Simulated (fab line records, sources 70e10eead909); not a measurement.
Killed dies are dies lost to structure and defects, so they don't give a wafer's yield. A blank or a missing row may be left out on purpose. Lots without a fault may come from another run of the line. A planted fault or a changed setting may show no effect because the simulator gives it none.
Problem report in the 8D (eight disciplines) form, filled by code | flow nand_harc | the parts of the form that need people (team, actions taken, sign-off) are left out

1. THE PROBLEM
killed_at_periphery at NHARC_END_SORT_01 reads a mean of 598.7 on 3 wafers of 2 lots; wafers without a fault read 3.7 with a standard deviation of 2.3. That is +99 or more standard deviations from the usual mean.
First seen on wafer L604.3, day 30 22:14, on prober-01. The record holds 18 wafers of 6 lots with a number at this step. Rule for "out", or "out of limits": more than 4 standard deviations from the usual mean. The other wafers with a number count as sound.

2. WHAT IT IS AND WHAT IT IS NOT
question                    | is                               | is not
which readings at this step | killed_at_periphery, killed_dies | killed_at_other, killed_short
which lots                  | L603, L604                       | L588, L593, L610, L611
which wafers of those lots  | L603.4, L603.5, L604.3           | L603.6, L604.2, L604.6
read on which gauges        | prober-01, prober-02             | -
when                        | from day 30 22:14                | up to then (7 sound wafers); but 8 sound wafers of L603, L604, L610, L611 came after

3. SUSPECTS, AND WHAT RULES EACH OUT
Counting: a tool at a process step up to the reading stays a suspect if it ran every lot that is out. Sound lots after the first of them don't rule it out here, since some wafers of a struck lot are sound.
- the gauge at NHARC_END_SORT_01: ruled out. The wafers that are out were read on 2 gauges (prober-01, prober-02).
- ald_metal-02 at NHARC_P_CONTACT_ALD_22 (deposits TiN, target thk 3 nm, pulse time 1 s, ald cycles 150): kept. It ran every lot that is out, first L603 (day 12 00:05); its last sound lot up to then is L593 (day 8 01:30).
- Within ald_metal-02 at NHARC_P_CONTACT_ALD_22: the wafers that are out ran in chamber 0; their sound lot-mates ran in chambers 1, 3.
Left after counting: ald_metal-02 at NHARC_P_CONTACT_ALD_22.

4. THE CAUSE (what the simulator had put in)
Process parameter drift: ald_metal-02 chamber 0, from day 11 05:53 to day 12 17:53, at NHARC_P_CONTACT_ALD_22. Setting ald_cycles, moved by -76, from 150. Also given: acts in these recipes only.
Counting left only this tool.

5. THE CHAIN OF EFFECTS, in route order
Each row: a reading whose mean over the struck wafers that have a number lies more than 3 standard deviations from the usual. Only readings for which the record gives a usual standard deviation are gone through. hours: the time from each lot's start at the first step in this table that gives one to its start at this step, as a median over the lots. sigmas: the change in usual standard deviations.
hours | step              | reading             | usual | on struck wafers | change | sigmas
0     | NHARC_END_SORT_01 | killed_at_periphery | 3.7   | 598.7            | +595.0 | +99 or more
0     | NHARC_END_SORT_01 | killed_dies         | 57    | 677              | +620   | +33

6. WHAT WOULD HAVE CAUGHT IT SOONER
In this record the first reading out of limits at a measuring or inspecting step was taken at day 30 22:14, 472 hours after the fault began at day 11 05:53.
Of the tool readings at NHARC_P_CONTACT_ALD_22 for which the record gives a usual standard deviation, none was out on any struck wafer, so an alarm limit of 4 standard deviations on them would not have fired.
All the lots that are out (2) had begun NHARC_P_CONTACT_ALD_22 on ald_metal-02 by day 30 22:14. A hold on the tool at that time would have spared none of them.
